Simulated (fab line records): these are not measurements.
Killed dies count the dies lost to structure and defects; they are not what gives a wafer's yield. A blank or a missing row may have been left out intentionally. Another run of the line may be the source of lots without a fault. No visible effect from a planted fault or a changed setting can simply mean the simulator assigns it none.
fab line records	flow n5Finfet
record lots=7	wafers=21
route steps=1938 shown BEOL_M14@1751 BEOL_M15@1820 PASS1_DEP@1831 PASSIVATION@1929
startH: start of the lot's first displayed wafer, in hours after the record's first day	waitH: hours elapsed since this lot's preceding step	" identical to the entry in the row above	L1.1+2: a row that stands for several wafers	- either no value or no given start	* or withheld: withheld	< > ~ a bound
route shown NAME@n: names a module that has steps shown in the file, with the first one's number in the route	usual: mean/standard deviation taken from wafers without a fault	same: alike in all rows	chamber/n: place in a boat	sites: readings site by site	_std_site: their standard deviation	_edge_site: inner sites' mean taken away from outer sites' mean	radiusMm: for every site, how far away it sits from the centre of the wafer	mask NAME#n: copy n	behind: tool/chamber where the wafer was last shaped	hold: the reason the lot was held/the length of the hold in hours/how it ended	device: the transistor (n, p or np) that didn't switch	end of line: at the end of the route, the tests of the same wafers	a step given without rows: its recipe and nothing more	killed: dies lost to structure and defects at the first sort, not the wafer's yield	map: the dies of a wafer, with x for killed, . for not killed, _ for no die there
set.NAME: the setting the step ran with; set.NAME@STEP: the setting that earlier step ran with	model.NAME: the simulator's own value behind a step, which no gauge read
lots where settings were altered on purpose, with a table for each step and a row for each wafer
## steps
# step N5_BEOL_M14_ETCH_68
# recipe chemistry=N2/H2	target=SOC	maskMaterial=SiARC	sourceW=3000	biasW=350	tempC=40	timeS=450	ionEnergyEv=200	pressureMtorr=30	n2FlowSccm=200	h2FlowSccm=200
lot.wafer	tool	chamber	startH	waitH	set.timeS	model.SiARC_of_BEOL_M14_COAT_66.thkNm
L074.3	rieDiel-04	3	252.28	0.1	450	64.2
L074.4	"	1	"	"	450	64.4
L074.6	"	1	"	"	450	64.8
L077.1	rieDiel-02	0	252.66	0.1	417	67.8
L077.4	"	0	"	"	450	64.6
L077.5	"	2	"	"	417	68.4
L080.1	rieDiel-02	1	278.28	0.1	400	70
L080.4	"	0	"	"	400	69.4
L080.5	"	3	"	"	450	63.8
L081.1	rieDiel-04	2	285.99	0.1	487.5	61.2
L081.2	"	1	"	"	450	65
L081.3	"	0	"	"	487.5	60.4
L085.1	rieDiel-06	2	300.59	0.1	502.9	62
L085.4	"	0	"	"	450	66.6
L085.6	"	3	"	"	450	65.6
L093.2	rieDiel-02	1	363.86	0.1	450	64.2
L093.4	"	2	"	"	450	65.4
L093.5	"	0	"	"	450	64.4
L097.1	rieDiel-06	0	379.14	0.1	450	65.4
L097.2	"	1	"	"	450	65.6
L097.6	"	0	"	"	450	65.2
# step N5_BEOL_M15_SPUTTER_44
# recipe material=Ta	targetThkA=150	tempC=50	biasV=80	powerW=15000	chamberPressurePa=0.07	timeS=24.19
lot.wafer	tool	chamber	startH	waitH	set.powerW	model.Ta_of_BEOL_M15_SPUTTER_44.thkNm
L074.3	pvdSputter-02	-	259.27	0.0	17420	17.4
L074.4+6	"	-	"	"	15000	14.8
L077.1+5	pvdSputter-01	-	261.93	0.0	15000	14.8
L077.4	"	-	"	"	15000	15
L080.1	pvdSputter-03	-	287.85	0.0	17130	17.2
L080.4	"	-	"	"	15000	15.2
L080.5	"	-	"	"	15000	15
L081.1+2	pvdSputter-02	-	293.30	0.0	15000	15.2
L081.3	"	-	"	"	16960	17
L085.1	pvdSputter-02	-	308.36	0.0	13120	13.2
L085.4	"	-	"	"	13120	13.4
L085.6	"	-	"	"	15000	15.2
L093.2+5	pvdSputter-01	-	374.91	0.0	15000	15
L093.4	"	-	"	"	15000	15.2
L097.1	pvdSputter-03	-	387.66	0.0	12870	12.8
L097.2+6	"	-	"	"	15000	14.8
# step N5_BEOL_M15_CMP_49
# recipe stopOn=SiO2	tOverpolishS=4.9	downForcePsi=2	platenRpm=80	clearingPlatenDownForcePsi=2	clearingPlatenRpm=80	postCmpClean=cuAlkaline	targetThkNm=850	clearingPlatenPadVelocityMS=1.5917	padVelocityMS=1.5917
# usual barrierFieldEndpointS=11.41/0.2
lot.wafer	tool	chamber	startH	waitH	set.downForcePsi	set.powerW@BEOL_M15_SPUTTER_44	barrierFieldEndpointS
L074.3	cmp-04	0	260.82	0.2	1.558	17420	15.66
L074.4	"	1	"	"	2	15000	11.69
L074.6	"	3	"	"	1.558	15000	15.03
L077.4	cmp-04	3	262.67	0.1	2	15000	11.38
L077.1	"	2	"	"	2	15000	11.54
L077.5	"	0	"	"	2	15000	11.25
L080.1	cmp-01	3	288.59	0.3	1.834	17130	13.11
L080.4	"	1	"	"	2	15000	11.63
L080.5	"	3	"	"	1.834	15000	12.31
L081.3	cmp-01	3	294.04	0.2	2	16960	11.94
L081.2	"	0	"	"	1.743	15000	12.67
L081.1	"	2	"	"	2	15000	11.12
L085.4	cmp-04	3	309.44	0.3	1.763	13120	11.92
L085.1	"	2	"	"	2	13120	10.49
L085.6	"	0	"	"	2	15000	11.32
L093.2	cmp-02	1	375.78	0.3	2	15000	11.51
L093.4	"	2	"	"	2	15000	11.24
L093.5	"	3	"	"	2	15000	11.60
L097.2	cmp-02	2	388.50	0.2	2	15000	11.40
L097.1	"	0	"	"	2.249	12870	9.09
L097.6	"	1	"	"	2.249	15000	10.12
# step N5_PASSIVATION_PECVD_00
# recipe material=SiO2	targetThkA=2000	tempC=400	precursor=SiH4/N2O	pressureTorr=2.7	rfW=608	timeS=11.2
lot.wafer	tool	chamber	startH	waitH	set.timeS	model.SiO2_of_PASSIVATION_PECVD_00.thkNm
L074.3	pecvd-02	1	262.23	0.5	11.2	199.2
L074.4	"	2	"	"	10.39	187.6
L074.6	"	0	"	"	10.39	188
L077.1	pecvd-03	0	264.11	0.8	11.2	202.2
L077.4	"	1	"	"	11.2	203.4
L077.5	"	2	"	"	11.2	205
L080.1	pecvd-01	1	290.03	0.8	12.31	215.6
L080.4	"	0	"	"	11.2	200.4
L080.5	"	1	"	"	12.31	222.2
L081.1	pecvd-01	2	295.49	0.8	12.13	215.2
L081.2	"	1	"	"	12.13	213.8
L081.3	"	0	"	"	11.2	197.6
L085.1	pecvd-01	0	310.88	0.8	10.73	192.4
L085.4	"	2	"	"	10.73	194.2
L085.6	"	1	"	"	11.2	203.4
L093.2	pecvd-02	2	377.14	0.7	11.2	196.2
L093.4	"	0	"	"	11.2	199.4
L093.5	"	2	"	"	11.2	197.8
L097.1	pecvd-01	2	389.90	0.8	10.62	193.8
L097.2	"	1	"	"	10.62	190
L097.6	"	2	"	"	10.62	194.4
# step N5_PASSIVATION_PASS_ETCH_47
# recipe chemistry=CF4/O2	target=SiNx	targetDepthA=7700	timeS=385	ionEnergyEv=100	pressureMtorr=40	sourceW=535	biasW=49	Ar_flow_sccm=100	cf4FlowSccm=100	O2_flow_sccm=10
# usual rfVppV=241.3/2.3
lot.wafer	tool	chamber	startH	waitH	set.sourceW	rfVppV	model.etch.depthNm
L074.3	rieDiel-02	0	271.85	0.0	440.2	265.4	664.5
L074.4	"	0	"	"	535	238.5	790.4
L074.6	"	2	"	"	440.2	269.8	660.2
L077.1	rieDiel-06	0	275.72	0.0	471.5	259.1	674.2
L077.4	"	2	"	"	535	240.2	747.9
L077.5	"	0	"	"	535	241.7	750.3
L080.1	rieDiel-04	3	300.57	0.0	535	244.7	757.5
L080.4	"	0	"	"	535	239.1	781.4
L080.5	"	0	"	"	535	239.6	784.8
L081.1	rieDiel-06	0	305.52	0.0	535	242.5	745
L081.2	"	1	"	"	461.6	263.7	673.3
L081.3	"	3	"	"	535	244.4	768.2
L085.1	rieDiel-02	3	320.87	0.0	535	239.0	771
L085.4	"	1	"	"	535	240.9	784.8
L085.6	"	2	"	"	535	241.5	789.4
L093.2	rieDiel-06	1	386.47	0.0	535	243.2	765.1
L093.4	"	2	"	"	535	242.1	747.7
L093.5	"	3	"	"	535	244.2	772.5
L097.1	rieDiel-06	2	400.72	0.0	535	242.3	746.4
L097.2	"	3	"	"	535	243.1	774.4
L097.6	"	3	"	"	535	244.9	774.4
# step N5_PASSIVATION_ETCH_54
# recipe chemistry=CHF3/O2	target=SiO2	targetDepthA=8800	CHF3_flow_sccm=50	O2_flow_sccm=5	Ar_flow_sccm=200	timeS=440	maskMaterial=PR	pressureMtorr=30	sourceW=650	biasW=170	ionEnergyEv=200
# usual rfVppV=525/4.4
lot.wafer	tool	chamber	startH	waitH	set.biasW	rfVppV	model.etch.depthNm	model.PASSIVATION.featureDepthNm
L074.3	rieDiel-02	0	272.08	0.1	170	522	904.4	904.4
L074.4	"	0	"	"	170	519	897.9	898
L074.6	"	2	"	"	144.6	462	850.4	850.4
L077.1	rieDiel-06	0	275.95	0.1	188.4	570	889.8	889.8
L077.4	"	2	"	"	188.4	574	888.8	888.8
L077.5	"	0	"	"	170	525	861.3	861.4
L080.1	rieDiel-04	3	300.79	0.1	170	532	881.5	881.6
L080.4	"	0	"	"	170	519	903.8	903.8
L080.5	"	0	"	"	170	521	899.8	899.8
L081.1	rieDiel-06	0	305.75	0.1	198.8	595	913.6	913.6
L081.2	"	1	"	"	170	529	868.8	868.8
L081.3	"	3	"	"	170	531	891.2	891.2
L085.1	rieDiel-02	3	321.10	0.1	170	516	888.4	888.4
L085.4	"	1	"	"	181.6	554	910	910
L085.6	"	2	"	"	170	526	885.1	885
L093.2	rieDiel-06	1	386.70	0.1	170	531	877.4	877.4
L093.4	"	2	"	"	170	531	862.8	862.8
L093.5	"	3	"	"	170	531	888.2	888.2
L097.1	rieDiel-06	2	400.95	0.1	170	528	860.1	860
L097.2	"	3	"	"	170	531	874.1	874
L097.6	"	3	"	"	143.5	463	833.3	833.2
# step N5_PASSIVATION_STRIP_48
# recipe chemistry=O2	powerW=600	tempC=60	pressureMtorr=30	rfFrequencyHz=6e+07	biasPowerW=0	overashFraction=0.5	o2FlowSccm=225
# step N5_PASSIVATION_STRIP_52
# recipe chemistry=postEtchResidueRemover	timeS=1200	tempC=72.5
# step N5_PASSIVATION_SRD_72
# recipe dry=ipaMarangoni	timeS=30	tempC=23	rinseLiquid=diw
# step N5_PASSIVATION_ANNEAL_56
# recipe tempC=400	timeS=1800	ambient=FGA	idleTempC=300	rampUpCPerMin=5	rampDownCPerMin=3
# step N5_PASSIVATION_PROBE_49
# usual defectLimitedYield=91.1/1.3	killed_at_M0_to_M3=36/10	killed_at_M4_up=14/4.4	killedAtContacts=14/5.7	killedAtFrontEnd=39/9.4	killedAtOther=2.9/2.6	killedDies=105/15	killedOpen=70/12	killedShort=34/7.1	sort_bin_4_leakage=0/0	sort_bin_5_function=5.3/0.77	sort_bin_6_memory=3.3/0.66	sort_bin_8_speed=0.00/0.007	sortNPass=1075/15	sortYieldPct=91.1/1.3
# same grossDies=1180	killedAtBackSide=0
lot.wafer	tool	chamber	startH	waitH	set.sourceW@PASSIVATION_PASS_ETCH_47	defectLimitedYield[%]	killed_at_M0_to_M3	killed_at_M4_up	killedAtContacts	killedAtFrontEnd	killedAtOther	killedDies	killedOpen	killedShort	sort_bin_4_leakage[%]	sort_bin_5_function[%]	sort_bin_6_memory[%]	sort_bin_8_speed[%]	sortNPass	sortYieldPct[%]
L074.3	prober-02	-	274.97	0.1	440.2	3.3	33	21	15	1057	15	1141	69	24	0	70.7	12.8	0	39	3.3
L074.4	prober-02	-	275.02	0.2	535	91.3	44	11	22	25	1	103	76	27	0	5.5	2.9	0	1077	91.3
L074.6	prober-02	-	275.12	0.3	440.2	3.1	27	18	8	1076	15	1144	64	29	0	70.9	12.5	0	36	3.1
L077.1	prober-02	-	278.73	0.0	471.5	86.8	34	11	9	33	69	156	61	28	0	9.6	3.3	0	1024	86.8
L077.4	prober-02	-	278.88	0.2	535	90.6	45	12	6	41	7	111	75	35	0	5.8	3.4	0	1069	90.6
L077.5	prober-02	-	278.93	0.2	535	91.3	29	8	1	57	8	103	61	42	0	4.5	3.8	0	1077	91.3
L080.1	prober-02	-	303.57	0.0	535	89.2	62	12	16	33	4	127	81	45	0	5.8	4.6	0	1053	89.2
L080.4	prober-02	-	303.72	0.2	535	91.4	29	13	24	32	4	102	67	32	39.58	5.0	3.3	0	611	51.8
L080.5	prober-02	-	303.77	0.2	535	90.3	41	14	24	35	0	114	74	35	30.17	5.3	4.0	0	710	60.2
L081.1	prober-01	-	308.53	0.0	535	89.5	42	21	20	35	6	124	80	41	0	5.8	4.1	0	1056	89.5
L081.2	prober-01	-	308.58	0.1	461.6	71.2	43	9	13	135	140	340	59	36	0	21.8	6.4	0	840	71.2
L081.3	prober-01	-	308.63	0.1	535	81.6	34	19	12	149	3	217	54	34	0	10.3	4.7	0	963	81.6
L085.1	prober-02	-	323.88	0.0	535	90.9	37	20	5	37	8	107	72	26	0	6.2	2.6	0	1073	90.9
L085.4	prober-02	-	324.03	0.2	535	88.6	27	21	7	67	12	134	54	31	0	6.5	4.2	0	1046	88.6
L085.6	prober-02	-	324.13	0.3	535	93.8	18	10	17	23	5	73	44	29	0	3.8	2.0	0	1107	93.8
L093.2	prober-02	-	389.55	0.1	535	88.6	72	15	4	43	1	135	83	50	0	6.8	4.1	0	1045	88.6
L093.4	prober-02	-	389.65	0.2	535	92.5	35	10	11	32	0	88	57	29	0	3.6	3.7	0	1092	92.5
L093.5	prober-02	-	389.70	0.2	535	90.8	32	19	13	41	3	108	77	30	0	5.3	3.6	0	1072	90.8
L097.1	prober-01	-	403.74	0.0	535	90.6	24	19	12	50	6	111	77	34	0	5.3	3.9	0	1069	90.6
L097.2	prober-01	-	403.79	0.1	535	89.9	33	14	18	47	7	119	85	33	0	6.0	3.4	0.08	1061	89.9
L097.6	prober-01	-	403.99	0.3	535	93.2	27	8	14	30	1	80	54	26	0	3.9	2.5	0	1100	93.2
# killed by level:class
L074.3 GATE_CUT:areaExpose=1032 PASSIVATION:areaEtch=15 MOL_CONTACT_COAG:geometricParticle:open=13 BEOL_M0_SAQP:geometricParticle:short=8 BEOL_M4:geometricParticle:open=8 BEOL_M0_SAQP:geometricParticle:open=7 DUMMY_GATE:geometricParticle:open=6 BEOL_M3:geometricParticle:open=5
L074.4 MOL_CONTACT_COAG:geometricParticle:open=18 BEOL_M3:geometricParticle:open=15 BEOL_M0_SAQP:geometricParticle:open=13 FIN_SAQP:geometricParticle:short=8 BEOL_M2:geometricParticle:open=7 BEOL_M0_SAQP:geometricParticle:short=6 MOL_CONTACT_COAG:geometricParticle:short=4 BEOL_M4:geometricParticle:open=4
L074.6 GATE_CUT:areaExpose=1037 PASSIVATION:areaEtch=13 BEOL_M4:geometricParticle:open=11 MOL_CONTACT_COAG:geometricParticle:open=8 BEOL_M2:geometricParticle:open=8 STI_FIN_REVEAL:geometricParticle:open=7 BEOL_M3:geometricParticle:open=7 DUMMY_GATE:geometricParticle:open=6
L077.1 PASSIVATION:areaEtch=66 BEOL_M2:geometricParticle:open=13 STI_FIN_REVEAL:geometricParticle:open=8 MOL_CONTACT_COAG:geometricParticle:open=8 BEOL_M0_SAQP:geometricParticle:short=5 FIN_SAQP:geometricParticle:open=4 ILD0:geometricParticle:open=4 BEOL_M3:geometricParticle:open=4
L077.4 BEOL_M2:geometricParticle:open=12 BEOL_M0_SAQP:geometricParticle:open=9 FIN_SAQP:geometricParticle:open=6 DUMMY_GATE:geometricParticle:open=6 ILD0:geometricParticle:open=6 BEOL_M0_SAQP:geometricParticle:short=6 BEOL_M3:geometricParticle:open=6 MOL_CONTACT_COAG:geometricParticle:open=5
L077.5 STI_FIN_REVEAL:geometricParticle:open=11 FIN_SAQP:geometricParticle:open=8 DUMMY_GATE:geometricParticle:open=8 GATE_CUT:geometricParticle:short=6 BEOL_M3:geometricParticle:open=6 FIN_SAQP:geometricParticle:short=5 BEOL_M2:geometricParticle:open=5 ILD0:geometricParticle:open=4
L080.1 BEOL_M0_SAQP:geometricParticle:open=20 BEOL_M0_SAQP:geometricParticle:short=19 MOL_CONTACT_COAG:geometricParticle:open=15 BEOL_M2:geometricParticle:open=10 FIN_SAQP:geometricParticle:short=7 STI_FIN_REVEAL:geometricParticle:open=6 FIN_SAQP:geometricParticle:open=5 BEOL_M3:geometricParticle:open=5
L080.4 MOL_CONTACT_COAG:geometricParticle:open=22 FIN_SAQP:geometricParticle:short=10 BEOL_M0_SAQP:geometricParticle:open=8 BEOL_M3:geometricParticle:open=8 FIN_SAQP:geometricParticle:open=6 STI_FIN_REVEAL:geometricParticle:open=5 BEOL_M0_SAQP:geometricParticle:short=4 BEOL_M1:geometricParticle:open=4
L080.5 MOL_CONTACT_COAG:geometricParticle:open=18 BEOL_M0_SAQP:geometricParticle:open=13 BEOL_M0_SAQP:geometricParticle:short=13 FIN_SAQP:geometricParticle:short=7 FIN_SAQP:geometricParticle:open=6 STI_FIN_REVEAL:geometricParticle:open=6 MOL_CONTACT_COAG:geometricParticle:short=6 BEOL_M0:geometricParticle:open=5
L081.1 MOL_CONTACT_COAG:geometricParticle:open=19 BEOL_M0_SAQP:geometricParticle:short=11 FIN_SAQP:geometricParticle:short=10 FIN_SAQP:geometricParticle:open=10 BEOL_M0_SAQP:geometricParticle:open=10 BEOL_M3:geometricParticle:open=8 BEOL_M5:geometricParticle:open=7 BEOL_M1:geometricParticle:open=6
L081.2 PASSIVATION:areaEtch=139 GATE_CUT:areaExpose=101 BEOL_M1:geometricParticle:open=15 FIN_SAQP:geometricParticle:short=11 BEOL_M0_SAQP:geometricParticle:open=11 MOL_CONTACT_COAG:geometricParticle:open=10 BEOL_M0_SAQP:geometricParticle:short=9 STARTING-WAFER:geometricParticle:open=6
L081.3 GATE_CUT:areaExpose=99 WELL_APT:areaExpose=28 MOL_CONTACT_COAG:geometricParticle:open=9 BEOL_M5:geometricParticle:open=9 BEOL_M3:geometricParticle:open=8 FIN_SAQP:geometricParticle:short=7 BEOL_M1:geometricParticle:open=6 BEOL_M0_SAQP:geometricParticle:short=5
L085.1 STI_FIN_REVEAL:geometricParticle:open=10 BEOL_M1:geometricParticle:open=9 STARTING-WAFER:geometricParticle:open=8 BEOL_M2:geometricParticle:open=7 BEOL_M3:geometricParticle:open=7 BEOL_M10:areaEtch=7 BEOL_M0_SAQP:geometricParticle:short=6 BEOL_M0_SAQP:geometricParticle:open=5
L085.4 GATE_CUT:areaExpose=41 BEOL_M0_SAQP:geometricParticle:open=8 MOL_CONTACT_COAG:geometricParticle:open=7 BEOL_M10:areaEtch=7 FIN_SAQP:geometricParticle:open=4 DUMMY_GATE:geometricParticle:open=4 BEOL_M4:geometricParticle:short=4 BEOL_M0_SAQP:geometricParticle:short=4
L085.6 MOL_CONTACT_COAG:geometricParticle:open=12 BEOL_M3:geometricParticle:open=7 MOL_CONTACT_COAG:geometricParticle:short=5 FIN_SAQP:geometricParticle:short=4 ILD0:geometricParticle:short=4 BEOL_M0_SAQP:geometricParticle:short=4 BEOL_M5:geometricParticle:open=4 STARTING-WAFER:geometricParticle:open=4
L093.2 BEOL_M3:geometricParticle:open=20 BEOL_M0_SAQP:geometricParticle:short=13 BEOL_M0_SAQP:geometricParticle:open=11 FIN_SAQP:geometricParticle:short=10 BEOL_M1:geometricParticle:open=10 STI_FIN_REVEAL:geometricParticle:open=9 FIN_SAQP:geometricParticle:open=7 BEOL_M4:geometricParticle:open=7
L093.4 BEOL_M1:geometricParticle:open=11 BEOL_M3:geometricParticle:open=9 STI_FIN_REVEAL:geometricParticle:open=8 BEOL_M3:geometricParticle:short=7 FIN_SAQP:geometricParticle:open=6 GATE_CUT:geometricParticle:short=5 MOL_CONTACT_COAG:geometricParticle:open=5 MOL_CONTACT_COAG:geometricParticle:short=4
L093.5 BEOL_M3:geometricParticle:open=13 STI_FIN_REVEAL:geometricParticle:open=12 MOL_CONTACT_COAG:geometricParticle:open=12 FIN_SAQP:geometricParticle:short=10 BEOL_M3:geometricParticle:short=8 BEOL_M4:geometricParticle:open=8 STI_FIN_REVEAL:geometricParticle:short=5 DUMMY_GATE:geometricParticle:open=5
L097.1 FIN_SAQP:geometricParticle:open=17 MOL_CONTACT_COAG:geometricParticle:open=11 BEOL_M4:geometricParticle:open=8 FIN_SAQP:geometricParticle:short=7 GATE_CUT:geometricParticle:short=7 BEOL_M0_SAQP:geometricParticle:open=6 BEOL_M2:geometricParticle:open=4 BEOL_M3:geometricParticle:short=4
L097.2 MOL_CONTACT_COAG:geometricParticle:open=14 FIN_SAQP:geometricParticle:open=13 STI_FIN_REVEAL:geometricParticle:open=12 BEOL_M0_SAQP:geometricParticle:open=8 BEOL_M0_SAQP:geometricParticle:short=8 ILD0:geometricParticle:open=6 BEOL_M3:geometricParticle:open=5 BEOL_M4:geometricParticle:open=5
L097.6 MOL_CONTACT_COAG:geometricParticle:open=12 FIN_SAQP:geometricParticle:open=7 BEOL_M2:geometricParticle:open=7 BEOL_M0_SAQP:geometricParticle:short=5 BEOL_M1:geometricParticle:short=5 BEOL_M1:geometricParticle:open=5 STI_FIN_REVEAL:geometricParticle:open=4 FIN_SAQP:geometricParticle:short=3
## key
split step=N5_BEOL_M14_ETCH_68	setting=timeS	stated=450	by=wafer
response step=N5_BEOL_M14_ETCH_68	reading=model.SiARC_of_BEOL_M14_COAT_66.thkNm	change=-0.453	per=1%	r=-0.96
split step=N5_BEOL_M15_SPUTTER_44	setting=powerW	stated=15000	by=wafer
response step=N5_BEOL_M15_SPUTTER_44	reading=model.Ta_of_BEOL_M15_SPUTTER_44.thkNm	change=+0.149	per=1%	r=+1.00
response step=N5_BEOL_M15_CMP_49	reading=barrierFieldEndpointS	slope=+0.0583	per=1%	togetherWith=downForcePsi@BEOL_M15_CMP_49	explained=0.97
split step=N5_BEOL_M15_CMP_49	setting=downForcePsi	stated=2	by=wafer
response step=N5_BEOL_M15_CMP_49	reading=barrierFieldEndpointS	change=-0.136	per=1%	r=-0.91
split step=N5_PASSIVATION_PECVD_00	setting=timeS	stated=11.2	by=wafer
response step=N5_PASSIVATION_PECVD_00	reading=model.SiO2_of_PASSIVATION_PECVD_00.thkNm	change=+1.89	per=1%	r=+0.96
split step=N5_PASSIVATION_PASS_ETCH_47	setting=sourceW	stated=535	by=wafer
response step=N5_PASSIVATION_PASS_ETCH_47	reading=rfVppV	change=-1.57	per=1%	r=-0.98
response step=N5_PASSIVATION_PASS_ETCH_47	reading=model.etch.depthNm	change=+6.69	per=1%	r=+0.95
response step=N5_PASSIVATION_PROBE_49	reading=defectLimitedYield	shape=bent	atLowest=3.2	atStated=90.2	atHighest=90.2
response step=N5_PASSIVATION_PROBE_49	reading=killedAtFrontEnd	shape=bent	atLowest=1066	atStated=46	atHighest=46
response step=N5_PASSIVATION_PROBE_49	reading=killedAtOther	shape=bent	atLowest=15	atStated=4.5	atHighest=4.5
response step=N5_PASSIVATION_PROBE_49	reading=killedDies	shape=bent	atLowest=1142	atStated=115	atHighest=115
response step=N5_PASSIVATION_PROBE_49	reading=sort_bin_5_function	shape=bent	atLowest=70.8	atStated=5.6	atHighest=5.6
split step=N5_PASSIVATION_ETCH_54	setting=biasW	stated=170	by=wafer
response step=N5_PASSIVATION_ETCH_54	reading=rfVppV	change=+4.09	per=1%	r=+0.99
response step=N5_PASSIVATION_ETCH_54	reading=model.etch.depthNm	change=+2.53	per=1%	r=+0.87
response step=N5_PASSIVATION_ETCH_54	reading=model.PASSIVATION.featureDepthNm	change=+2.53	per=1%	r=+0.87
